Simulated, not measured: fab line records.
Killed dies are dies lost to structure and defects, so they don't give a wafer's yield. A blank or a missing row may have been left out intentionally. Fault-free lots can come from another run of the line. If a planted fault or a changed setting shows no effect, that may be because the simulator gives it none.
Which tool was responsible? :: flow n5 finfet :: 24 lots, 72 wafers sampled, at 4 steps of a route of 1938

== WHAT THE GAUGES SHOWED, per wafer ==
N5_BEOL_M0_SAQP_CD_MEAS_40: target cd 30 nm. Usual: 30.00 nm for cd nm, sd 0.24.
lot: L074
measured: day 5 12:25
on: cd sem-01
cd nm (nm): 30.00 30.06 29.81
flag: 

lot: L075
measured: day 6 09:17
on: cd sem-03
cd nm (nm): 30.00 30.28 29.51
flag: 

lot: L076
measured: day 6 13:09
on: cd sem-02
cd nm (nm): 29.91 30.13 30.41
flag: 

lot: L077
measured: day 6 15:13
on: cd sem-01
cd nm (nm): 30.18 30.12 30.16
flag: 

lot: L078
measured: day 6 16:16
on: cd sem-01
cd nm (nm): 29.80 30.09 30.46
flag: 

lot: L079
measured: day 7 01:41
on: cd sem-02
cd nm (nm): 29.72 30.14 29.88
flag: 

lot: L080
measured: day 7 09:02
on: cd sem-03
cd nm (nm): 29.92 30.36 30.50
flag: 

lot: L081
measured: day 7 15:36
on: cd sem-02
cd nm (nm): 30.27 29.73 30.04
flag: 

lot: L082
measured: day 7 16:28
on: cd sem-01
cd nm (nm): 29.93 29.69 29.75
flag: 

lot: L083
measured: day 7 21:43
on: cd sem-03
cd nm (nm): 29.72 30.01 30.11
flag: 

lot: L084
measured: day 8 02:37
on: cd sem-03
cd nm (nm): 29.49 30.01 29.95
flag: 

lot: L085
measured: day 8 14:10
on: cd sem-02
cd nm (nm): 30.13 29.94 30.00
flag: 

lot: L086
measured: day 8 20:25
on: cd sem-03
cd nm (nm): 29.77 29.58 29.67
flag: 

lot: L087
measured: day 9 03:05
on: cd sem-03
cd nm (nm): 30.28 29.70 30.02
flag: 

lot: L088
measured: day 9 10:40
on: cd sem-03
cd nm (nm): 30.32 30.38 29.86
flag: 

lot: L089
measured: day 9 14:25
on: cd sem-02
cd nm (nm): 30.02 30.01 30.13
flag: 

lot: L090
measured: day 9 19:36
on: cd sem-02
cd nm (nm): 29.92 29.67 30.06
flag: 

lot: L091
measured: day 10 02:17
on: cd sem-03
cd nm (nm): 30.03 29.86 29.59
flag: 

lot: L092
measured: day 10 05:26
on: cd sem-01
cd nm (nm): 29.94 29.77 30.21
flag: 

lot: L093
measured: day 10 09:13
on: cd sem-02
cd nm (nm): 30.36 30.28 30.37
flag: 

lot: L094
measured: day 10 13:38
on: cd sem-01
cd nm (nm): 29.55 29.53 29.79
flag: 

lot: L095
measured: day 10 19:10
on: cd sem-02
cd nm (nm): 29.67 29.86 29.73
flag: 

lot: L096
measured: day 11 04:23
on: cd sem-03
cd nm (nm): 30.03 29.88 30.21
flag: 

lot: L097
measured: day 11 14:23
on: cd sem-03
cd nm (nm): 29.56 30.02 30.22
flag: 

N5_BEOL_M0_CUTY_OVL_MEAS_58. Usual: M0_ABLK_OVL -0.3 nm, standard deviation 0.78.
lot: L074
measured: day 5 14:49
on: overlay-01
M0_ABLK_OVL (nm): -0.6 -1.8 -0.9
flag: 

lot: L075
measured: day 6 12:38
on: overlay-01
M0_ABLK_OVL (nm): 0.1 -0.8 -0.8
flag: 

lot: L076
measured: day 6 14:46
on: overlay-01
M0_ABLK_OVL (nm): -1.3 -0.8 -2.6
flag: 

lot: L077
measured: day 6 16:46
on: overlay-01
M0_ABLK_OVL (nm): 0.6 0.5 -0.5
flag: 

lot: L078
measured: day 6 18:04
on: overlay-01
M0_ABLK_OVL (nm): 0.0 -0.4 -0.1
flag: 

lot: L079
measured: day 7 03:09
on: overlay-01
M0_ABLK_OVL (nm): -1.3 -1.1 -0.7
flag: 

lot: L080
measured: day 7 10:22
on: overlay-02
M0_ABLK_OVL (nm): 0.5 -1.0 0.1
flag: 

lot: L081
measured: day 7 17:14
on: overlay-02
M0_ABLK_OVL (nm): 0.1 -0.6 0.3
flag: 

lot: L082
measured: day 7 18:07
on: overlay-02
M0_ABLK_OVL (nm): -0.7 -0.2 -0.4
flag: 

lot: L083
measured: day 7 23:28
on: overlay-02
M0_ABLK_OVL (nm): -0.7 -1.4 -0.7
flag: 

lot: L084
measured: day 8 04:25
on: overlay-01
M0_ABLK_OVL (nm): -0.5 0.3 -0.6
flag: 

lot: L085
measured: day 8 16:07
on: overlay-01
M0_ABLK_OVL (nm): -0.2 0.8 -0.5
flag: 

lot: L086
measured: day 8 22:28
on: overlay-01
M0_ABLK_OVL (nm): -2.1 -0.5 -1.1
flag: 

lot: L087
measured: day 9 04:39
on: overlay-02
M0_ABLK_OVL (nm): 0.8 0.7 0.3
flag: 

lot: L088
measured: day 9 12:21
on: overlay-02
M0_ABLK_OVL (nm): 0.0 -0.5 -0.8
flag: 

lot: L089
measured: day 9 16:03
on: overlay-01
M0_ABLK_OVL (nm): -0.5 0.2 0.4
flag: 

lot: L090
measured: day 9 21:04
on: overlay-02
M0_ABLK_OVL (nm): -1.7 -1.7 -1.6
flag: 

lot: L091
measured: day 10 03:45
on: overlay-01
M0_ABLK_OVL (nm): 0.2 -0.6 -0.5
flag: 

lot: L092
measured: day 10 07:04
on: overlay-02
M0_ABLK_OVL (nm): -0.4 -0.2 -1.0
flag: 

lot: L093
measured: day 10 10:53
on: overlay-01
M0_ABLK_OVL (nm): -0.9 -0.3 -0.1
flag: 

lot: L094
measured: day 10 15:19
on: overlay-02
M0_ABLK_OVL (nm): 0.7 0.8 1.3
flag: 

lot: L095
measured: day 10 21:01
on: overlay-02
M0_ABLK_OVL (nm): -0.1 0.1 -0.8
flag: 

lot: L096
measured: day 11 06:04
on: overlay-01
M0_ABLK_OVL (nm): 1.0 0.4 0.6
flag: 

lot: L097
measured: day 11 15:46
on: overlay-01
M0_ABLK_OVL (nm): 0.7 0.1 -0.2
flag: 

== TOOL THAT RAN EACH LOT (tool first, then ch and the chambers of the sampled wafers, then the start) ==
lot: L074
N5_BEOL_M0_SAQP_STRIP_108: rie diel-02 ch 0,1,2, day 5 11:10
N5_BEOL_M0_SAQP_ETCH_88: rie diel-02 ch 0,1, day 5 12:49

lot: L075
N5_BEOL_M0_SAQP_STRIP_108: rie diel-03 ch 1,2,3, day 6 07:58
N5_BEOL_M0_SAQP_ETCH_88: rie diel-02 ch 0,2, day 6 09:59

lot: L076
N5_BEOL_M0_SAQP_STRIP_108: rie diel-02 ch 0,1, day 6 09:54
N5_BEOL_M0_SAQP_ETCH_88: rie diel-02 ch 0,2, day 6 13:29

lot: L077
N5_BEOL_M0_SAQP_STRIP_108: rie diel-03 ch 0,1,3, day 6 13:50
N5_BEOL_M0_SAQP_ETCH_88: rie diel-06 ch 0,1, day 6 15:22

lot: L078
N5_BEOL_M0_SAQP_STRIP_108: rie diel-03 ch 0,1,2, day 6 14:41
N5_BEOL_M0_SAQP_ETCH_88: rie diel-02 ch 0,2, day 6 16:25

lot: L079
N5_BEOL_M0_SAQP_STRIP_108: rie diel-03 ch 1,2, day 7 00:16
N5_BEOL_M0_SAQP_ETCH_88: rie diel-03 ch 2,3, day 7 01:50

lot: L080
N5_BEOL_M0_SAQP_STRIP_108: rie diel-06 ch 0,3, day 7 07:39
N5_BEOL_M0_SAQP_ETCH_88: rie diel-03 ch 1,2,3, day 7 09:11

lot: L081
N5_BEOL_M0_SAQP_STRIP_108: rie diel-02 ch 0,1,2, day 7 14:20
N5_BEOL_M0_SAQP_ETCH_88: rie diel-02 ch 1,2,3, day 7 16:03

lot: L082
N5_BEOL_M0_SAQP_STRIP_108: rie diel-03 ch 0,2, day 7 15:05
N5_BEOL_M0_SAQP_ETCH_88: rie diel-02 ch 0,1,2, day 7 16:37

lot: L083
N5_BEOL_M0_SAQP_STRIP_108: rie diel-03 ch 1,2,3, day 7 20:20
N5_BEOL_M0_SAQP_ETCH_88: rie diel-03 ch 1,2, day 7 21:53

lot: L084
N5_BEOL_M0_SAQP_STRIP_108: rie diel-03 ch 0,1,3, day 8 01:21
N5_BEOL_M0_SAQP_ETCH_88: rie diel-03 ch 2,3, day 8 02:46

lot: L085
N5_BEOL_M0_SAQP_STRIP_108: rie diel-06 ch 0,1,3, day 8 11:02
N5_BEOL_M0_SAQP_ETCH_88: rie diel-03 ch 0,1,2, day 8 14:37

lot: L086
N5_BEOL_M0_SAQP_STRIP_108: rie diel-03 ch 0,1,2, day 8 17:18
N5_BEOL_M0_SAQP_ETCH_88: rie diel-02 ch 0,3, day 8 21:00

lot: L087
N5_BEOL_M0_SAQP_STRIP_108: rie diel-03 ch 0,1, day 9 01:49
N5_BEOL_M0_SAQP_ETCH_88: rie diel-06 ch 0,1,3, day 9 03:15

lot: L088
N5_BEOL_M0_SAQP_STRIP_108: rie diel-02 ch 1,2, day 9 09:24
N5_BEOL_M0_SAQP_ETCH_88: rie diel-02 ch 1,2, day 9 10:49

lot: L089
N5_BEOL_M0_SAQP_STRIP_108: rie diel-02 ch 1,3, day 9 13:01
N5_BEOL_M0_SAQP_ETCH_88: rie diel-02 ch 1,3, day 9 14:34

lot: L090
N5_BEOL_M0_SAQP_STRIP_108: rie diel-06 ch 1,2,3, day 9 18:13
N5_BEOL_M0_SAQP_ETCH_88: rie diel-03 ch 0,1,3, day 9 19:46

lot: L091
N5_BEOL_M0_SAQP_STRIP_108: rie diel-03 ch 0,2,3, day 10 00:36
N5_BEOL_M0_SAQP_ETCH_88: rie diel-06 ch 1,2,3, day 10 02:26

lot: L092
N5_BEOL_M0_SAQP_STRIP_108: rie diel-03 ch 1,2, day 10 04:08
N5_BEOL_M0_SAQP_ETCH_88: rie diel-03 ch 0,1,2, day 10 05:35

lot: L093
N5_BEOL_M0_SAQP_STRIP_108: rie diel-03 ch 1,2,3, day 10 07:57
N5_BEOL_M0_SAQP_ETCH_88: rie diel-03 ch 0,1,3, day 10 09:35

lot: L094
N5_BEOL_M0_SAQP_STRIP_108: rie diel-03 ch 1,2,3, day 10 12:16
N5_BEOL_M0_SAQP_ETCH_88: rie diel-06 ch 2,3, day 10 14:01

lot: L095
N5_BEOL_M0_SAQP_STRIP_108: rie diel-03 ch 2,3, day 10 17:51
N5_BEOL_M0_SAQP_ETCH_88: rie diel-06 ch 2,3, day 10 19:20

lot: L096
N5_BEOL_M0_SAQP_STRIP_108: rie diel-02 ch 1,3, day 11 03:04
N5_BEOL_M0_SAQP_ETCH_88: rie diel-06 ch 0,1,2, day 11 04:32

lot: L097
N5_BEOL_M0_SAQP_STRIP_108: rie diel-06 ch 1,2,3, day 11 13:05
N5_BEOL_M0_SAQP_ETCH_88: rie diel-06 ch 0,1, day 11 14:33
- N5_BEOL_M0_SAQP_STRIP_108: strips in N2/H2.
- N5_BEOL_M0_SAQP_ETCH_88: etches underlayer in N2/H2, target depth 6.5 nm, time 5.2 s.

== WHAT THE TOOLS THEMSELVES READ (means of the sampled wafers that have a number; where no wafer has one, the mark that the record gives instead) ==
N5_BEOL_M0_SAQP_STRIP_108. Usual: drypump motor current A 5.9 A, standard deviation 0.46; oes product au 0.80 a.u., standard deviation 0.089; rf vpp V 122.0 V, standard deviation 0.9; showerhead plenum p Torr 3.38 Torr, standard deviation 0.12; throttle valve pct 19.1 %, standard deviation 0.41.
lot: L074
tool: rie diel-02
drypump motor current A (A): 6.2
oes product au (a.u.): 0.81
rf vpp V (V): 122.4
showerhead plenum p Torr (Torr): 3.43
throttle valve pct (%): 18.7
flag: 

lot: L075
tool: rie diel-03
drypump motor current A (A): 5.6
oes product au (a.u.): 0.74
rf vpp V (V): 121.5
showerhead plenum p Torr (Torr): 3.36
throttle valve pct (%): 19.4
flag: 

lot: L076
tool: rie diel-02
drypump motor current A (A): 6.1
oes product au (a.u.): 0.83
rf vpp V (V): 122.0
showerhead plenum p Torr (Torr): 3.54
throttle valve pct (%): 18.4
flag: 

lot: L077
tool: rie diel-03
drypump motor current A (A): 6.0
oes product au (a.u.): 0.80
rf vpp V (V): 122.0
showerhead plenum p Torr (Torr): 3.37
throttle valve pct (%): 19.2
flag: 

lot: L078
tool: rie diel-03
drypump motor current A (A): 6.0
oes product au (a.u.): 0.82
rf vpp V (V): 122.1
showerhead plenum p Torr (Torr): 3.36
throttle valve pct (%): 19.3
flag: 

lot: L079
tool: rie diel-03
drypump motor current A (A): 5.5
oes product au (a.u.): 0.77
rf vpp V (V): 121.9
showerhead plenum p Torr (Torr): 3.34
throttle valve pct (%): 19.5
flag: 

lot: L080
tool: rie diel-06
drypump motor current A (A): 5.9
oes product au (a.u.): 0.73
rf vpp V (V): 121.7
showerhead plenum p Torr (Torr): 3.39
throttle valve pct (%): 19.1
flag: 

lot: L081
tool: rie diel-02
drypump motor current A (A): 6.2
oes product au (a.u.): 0.78
rf vpp V (V): 123.0
showerhead plenum p Torr (Torr): 3.42
throttle valve pct (%): 18.8
flag: 

lot: L082
tool: rie diel-03
drypump motor current A (A): 5.8
oes product au (a.u.): 0.82
rf vpp V (V): 121.3
showerhead plenum p Torr (Torr): 3.27
throttle valve pct (%): 19.3
flag: 

lot: L083
tool: rie diel-03
drypump motor current A (A): 5.5
oes product au (a.u.): 0.73
rf vpp V (V): 122.5
showerhead plenum p Torr (Torr): 3.35
throttle valve pct (%): 19.4
flag: 

lot: L084
tool: rie diel-03
drypump motor current A (A): 6.0
oes product au (a.u.): 0.77
rf vpp V (V): 122.1
showerhead plenum p Torr (Torr): 3.37
throttle valve pct (%): 19.2
flag: 

lot: L085
tool: rie diel-06
drypump motor current A (A): 6.0
oes product au (a.u.): 0.81
rf vpp V (V): 122.3
showerhead plenum p Torr (Torr): 3.42
throttle valve pct (%): 18.9
flag: 

lot: L086
tool: rie diel-03
drypump motor current A (A): 5.9
oes product au (a.u.): 0.79
rf vpp V (V): 121.4
showerhead plenum p Torr (Torr): 3.34
throttle valve pct (%): 19.3
flag: 

lot: L087
tool: rie diel-03
drypump motor current A (A): 6.4
oes product au (a.u.): 0.83
rf vpp V (V): 122.0
showerhead plenum p Torr (Torr): 3.36
throttle valve pct (%): 19.1
flag: 

lot: L088
tool: rie diel-02
drypump motor current A (A): 6.2
oes product au (a.u.): 0.74
rf vpp V (V): 121.8
showerhead plenum p Torr (Torr): 3.40
throttle valve pct (%): 18.7
flag: 

lot: L089
tool: rie diel-02
drypump motor current A (A): 6.1
oes product au (a.u.): 0.80
rf vpp V (V): 122.3
showerhead plenum p Torr (Torr): 3.52
throttle valve pct (%): 18.5
flag: 

lot: L090
tool: rie diel-06
drypump motor current A (A): 5.8
oes product au (a.u.): 0.88
rf vpp V (V): 123.1
showerhead plenum p Torr (Torr): 3.45
throttle valve pct (%): 18.9
flag: 

lot: L091
tool: rie diel-03
drypump motor current A (A): 5.8
oes product au (a.u.): 0.86
rf vpp V (V): 121.6
showerhead plenum p Torr (Torr): 3.28
throttle valve pct (%): 19.0
flag: 

lot: L092
tool: rie diel-03
drypump motor current A (A): 5.7
oes product au (a.u.): 0.73
rf vpp V (V): 121.5
showerhead plenum p Torr (Torr): 3.41
throttle valve pct (%): 19.6
flag: 

lot: L093
tool: rie diel-03
drypump motor current A (A): 5.5
oes product au (a.u.): 0.80
rf vpp V (V): 122.0
showerhead plenum p Torr (Torr): 3.34
throttle valve pct (%): 19.3
flag: 

lot: L094
tool: rie diel-03
drypump motor current A (A): 5.6
oes product au (a.u.): 0.80
rf vpp V (V): 122.3
showerhead plenum p Torr (Torr): 3.34
throttle valve pct (%): 19.3
flag: 

lot: L095
tool: rie diel-03
drypump motor current A (A): 5.4
oes product au (a.u.): 0.86
rf vpp V (V): 120.9
showerhead plenum p Torr (Torr): 3.28
throttle valve pct (%): 19.0
flag: 

lot: L096
tool: rie diel-02
drypump motor current A (A): 6.0
oes product au (a.u.): 0.80
rf vpp V (V): 122.4
showerhead plenum p Torr (Torr): 3.51
throttle valve pct (%): 18.5
flag: 

lot: L097
tool: rie diel-06
drypump motor current A (A): 5.7
oes product au (a.u.): 0.85
rf vpp V (V): 122.5
showerhead plenum p Torr (Torr): 3.44
throttle valve pct (%): 18.9
flag: 

N5_BEOL_M0_SAQP_ETCH_88. Usual: drypump motor current A 5.9 A, standard deviation 0.42; etch rf on time s 5.19 s, standard deviation 0.089; oes product au 0.69 a.u., standard deviation 0.075; rf vpp V 524.6 V, standard deviation 2.9; showerhead plenum p Torr 2.57 Torr, standard deviation 0.098; throttle valve pct 17.82 %, standard deviation 0.29.
lot: L074
tool: rie diel-02
drypump motor current A (A): 6.2
etch rf on time s (s): 5.12
oes product au (a.u.): 0.72
rf vpp V (V): 526.5
showerhead plenum p Torr (Torr): 2.69
throttle valve pct (%): 17.46
flag: 

lot: L075
tool: rie diel-02
drypump motor current A (A): 6.1
etch rf on time s (s): 5.19
oes product au (a.u.): 0.68
rf vpp V (V): 523.4
showerhead plenum p Torr (Torr): 2.52
throttle valve pct (%): 17.95
flag: 

lot: L076
tool: rie diel-02
drypump motor current A (A): 6.1
etch rf on time s (s): 5.15
oes product au (a.u.): 0.70
rf vpp V (V): 526.2
showerhead plenum p Torr (Torr): 2.60
throttle valve pct (%): 17.72
flag: 

lot: L077
tool: rie diel-06
drypump motor current A (A): 6.0
etch rf on time s (s): 5.21
oes product au (a.u.): 0.66
rf vpp V (V): 523.7
showerhead plenum p Torr (Torr): 2.54
throttle valve pct (%): 17.81
flag: 

lot: L078
tool: rie diel-02
drypump motor current A (A): 6.2
etch rf on time s (s): 5.22
oes product au (a.u.): 0.67
rf vpp V (V): 523.9
showerhead plenum p Torr (Torr): 2.52
throttle valve pct (%): 17.98
flag: 

lot: L079
tool: rie diel-03
drypump motor current A (A): 5.3
etch rf on time s (s): 5.29
oes product au (a.u.): 0.60
rf vpp V (V): 523.2
showerhead plenum p Torr (Torr): 2.49
throttle valve pct (%): 18.14
flag: 

lot: L080
tool: rie diel-03
drypump motor current A (A): 5.5
etch rf on time s (s): 5.30
oes product au (a.u.): 0.62
rf vpp V (V): 524.4
showerhead plenum p Torr (Torr): 2.54
throttle valve pct (%): 18.16
flag: 

lot: L081
tool: rie diel-02
drypump motor current A (A): 6.0
etch rf on time s (s): 5.15
oes product au (a.u.): 0.71
rf vpp V (V): 525.6
showerhead plenum p Torr (Torr): 2.60
throttle valve pct (%): 17.78
flag: 

lot: L082
tool: rie diel-02
drypump motor current A (A): 6.1
etch rf on time s (s): 5.11
oes product au (a.u.): 0.67
rf vpp V (V): 526.7
showerhead plenum p Torr (Torr): 2.59
throttle valve pct (%): 17.74
flag: 

lot: L083
tool: rie diel-03
drypump motor current A (A): 5.5
etch rf on time s (s): 5.26
oes product au (a.u.): 0.64
rf vpp V (V): 523.0
showerhead plenum p Torr (Torr): 2.53
throttle valve pct (%): 18.14
flag: 

lot: L084
tool: rie diel-03
drypump motor current A (A): 5.3
etch rf on time s (s): 5.29
oes product au (a.u.): 0.62
rf vpp V (V): 522.7
showerhead plenum p Torr (Torr): 2.47
throttle valve pct (%): 18.12
flag: 

lot: L085
tool: rie diel-03
drypump motor current A (A): 5.9
etch rf on time s (s): 5.23
oes product au (a.u.): 0.68
rf vpp V (V): 522.3
showerhead plenum p Torr (Torr): 2.53
throttle valve pct (%): 18.03
flag: 

lot: L086
tool: rie diel-02
drypump motor current A (A): 5.9
etch rf on time s (s): 5.11
oes product au (a.u.): 0.75
rf vpp V (V): 528.7
showerhead plenum p Torr (Torr): 2.69
throttle valve pct (%): 17.55
flag: 

lot: L087
tool: rie diel-06
drypump motor current A (A): 6.0
etch rf on time s (s): 5.20
oes product au (a.u.): 0.69
rf vpp V (V): 523.2
showerhead plenum p Torr (Torr): 2.59
throttle valve pct (%): 17.73
flag: 

lot: L088
tool: rie diel-02
drypump motor current A (A): 6.2
etch rf on time s (s): 5.22
oes product au (a.u.): 0.63
rf vpp V (V): 523.8
showerhead plenum p Torr (Torr): 2.57
throttle valve pct (%): 17.77
flag: 

lot: L089
tool: rie diel-02
drypump motor current A (A): 5.8
etch rf on time s (s): 5.05
oes product au (a.u.): 0.75
rf vpp V (V): 527.3
showerhead plenum p Torr (Torr): 2.69
throttle valve pct (%): 17.60
flag: 

lot: L090
tool: rie diel-03
drypump motor current A (A): 6.0
etch rf on time s (s): 5.11
oes product au (a.u.): 0.73
rf vpp V (V): 521.9
showerhead plenum p Torr (Torr): 2.55
throttle valve pct (%): 17.93
flag: 

lot: L091
tool: rie diel-06
drypump motor current A (A): 5.7
etch rf on time s (s): 5.15
oes product au (a.u.): 0.75
rf vpp V (V): 524.6
showerhead plenum p Torr (Torr): 2.61
throttle valve pct (%): 17.65
flag: 

lot: L092
tool: rie diel-03
drypump motor current A (A): 6.0
etch rf on time s (s): 5.24
oes product au (a.u.): 0.67
rf vpp V (V): 523.1
showerhead plenum p Torr (Torr): 2.53
throttle valve pct (%): 18.05
flag: 

lot: L093
tool: rie diel-03
drypump motor current A (A): 6.0
etch rf on time s (s): 5.16
oes product au (a.u.): 0.72
rf vpp V (V): 523.9
showerhead plenum p Torr (Torr): 2.55
throttle valve pct (%): 17.92
flag: 

lot: L094
tool: rie diel-06
drypump motor current A (A): 5.4
etch rf on time s (s): 5.18
oes product au (a.u.): 0.73
rf vpp V (V): 527.1
showerhead plenum p Torr (Torr): 2.60
throttle valve pct (%): 17.75
flag: 

lot: L095
tool: rie diel-06
drypump motor current A (A): 5.4
etch rf on time s (s): 5.23
oes product au (a.u.): 0.72
rf vpp V (V): 525.6
showerhead plenum p Torr (Torr): 2.60
throttle valve pct (%): 17.75
flag: 

lot: L096
tool: rie diel-06
drypump motor current A (A): 5.8
etch rf on time s (s): 5.19
oes product au (a.u.): 0.78
rf vpp V (V): 524.2
showerhead plenum p Torr (Torr): 2.55
throttle valve pct (%): 17.64
flag: 

lot: L097
tool: rie diel-06
drypump motor current A (A): 6.0
etch rf on time s (s): 5.18
oes product au (a.u.): 0.81
rf vpp V (V): 523.7
showerhead plenum p Torr (Torr): 2.53
throttle valve pct (%): 17.59
flag: 

== THE ANSWER, worked out from the rows above alone ==
Rule: take the mean of a lot's wafers that have a number; if it is more than 3 standard deviations from the usual mean, the lot is off. Also off: a lot with no number at a reading for which 4 or more lots have one. Any other lot the step has rows for is counted as sound. After the gauges, taken in route order, come the tools' own readings; for these a lot's mean is taken, as printed above. At the first step where some lot is off, the reading lying furthest off is the one used; lots without a number count as furthest.
No lot is off at any reading shown: from this, nothing can be told.

== WHAT HAD BEEN PUT IN BY THE SIMULATOR ==
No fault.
